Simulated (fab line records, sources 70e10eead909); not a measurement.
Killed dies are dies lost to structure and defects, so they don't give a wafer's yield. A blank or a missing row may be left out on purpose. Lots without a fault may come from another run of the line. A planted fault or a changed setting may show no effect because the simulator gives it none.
Problem report in the 8D (eight disciplines) form, filled by code | flow nand_harc | the parts of the form that need people (team, actions taken, sign-off) are left out

1. THE PROBLEM
time_to_endpoint_s at NHARC_A_M0_CMP_23 reads a mean of 11.5 s on 4 wafers of 2 lots; wafers without a fault read 28.4 s with a standard deviation of 2.2. That is -7.7 standard deviations from the usual mean.
The step: polishes, t overpolish 20 s, target thk 113.75 nm.
First seen on wafer L111.3, day 28 19:45, on cmp-03. The record holds 42 wafers of 14 lots with a number at this step. Rule for "out", or "out of limits": more than 4 standard deviations from the usual mean. The other wafers with a number count as sound.

2. WHAT IT IS AND WHAT IT IS NOT
question                    | is                             | is not
which readings at this step | time_to_endpoint_s             | motor_current_A
which lots                  | L110, L111                     | L102, L103, L104, L109, L113, L116, L117, L119, L996, L997, L998, L999
which wafers of those lots  | L110.1, L110.3, L110.4, L111.3 | L111.5, L111.6
read on which tools         | cmp-03, cmp-04                 | cmp-01
when                        | from day 28 19:45              | up to then (26 sound wafers); but 12 sound wafers of L113, L116, L117, L119 came after

3. SUSPECTS, AND WHAT RULES EACH OUT
Counting: a tool at a process step up to the reading stays a suspect if it ran every lot that is out. Sound lots after the first of them don't rule it out here, since some wafers of a struck lot are sound.
- rie_diel-02 at NHARC_A_M0_DESCUM_14 (chemistry O2, time 3 s): kept. It ran every lot that is out, first L111 (day 28 17:35); its last sound lot up to then is L109 (day 27 23:38).
- ecd_cu-02 at NHARC_A_M0_ECD_22 (material Cu, target thk 400 nm): kept. It ran every lot that is out, first L111 (day 28 18:59); its last sound lot up to then is L103 (day 25 08:29).
Left after counting: rie_diel-02 at NHARC_A_M0_DESCUM_14, ecd_cu-02 at NHARC_A_M0_ECD_22.

4. THE CAUSE (what the simulator had put in)
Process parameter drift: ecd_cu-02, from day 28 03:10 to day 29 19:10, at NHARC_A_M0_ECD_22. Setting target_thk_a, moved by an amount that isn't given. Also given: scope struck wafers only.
Counting left 2 suspects, and this tool is among them.

5. THE CHAIN OF EFFECTS, in route order
Each row: a reading whose mean over the struck wafers that have a number lies more than 3 standard deviations from the usual. Only readings for which the record gives a usual standard deviation are gone through. hours: the time from each lot's start at the first step in this table that gives one to its start at this step, as a median over the lots. sigmas: the change in usual standard deviations.
hours | step              | reading            | usual  | on struck wafers | change | sigmas
0     | NHARC_A_M0_CMP_23 | time_to_endpoint_s | 28.4 s | 11.5             | -16.9  | -7.7
The process steps in it:
- NHARC_A_M0_CMP_23: polishes, t overpolish 20 s, target thk 113.75 nm.

6. WHAT WOULD HAVE CAUGHT IT SOONER
In this record the first reading out of limits was taken at day 28 19:45, 17 hours after the fault began at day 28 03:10.
Of the tool readings at NHARC_A_M0_ECD_22 for which the record gives a usual standard deviation, none was out on any struck wafer, so an alarm limit of 4 standard deviations on them would not have fired.
Of the lots that are out (2), L110 began NHARC_A_M0_ECD_22 on ecd_cu-02 after day 28 19:45. A hold on the tool at that time would have spared it.
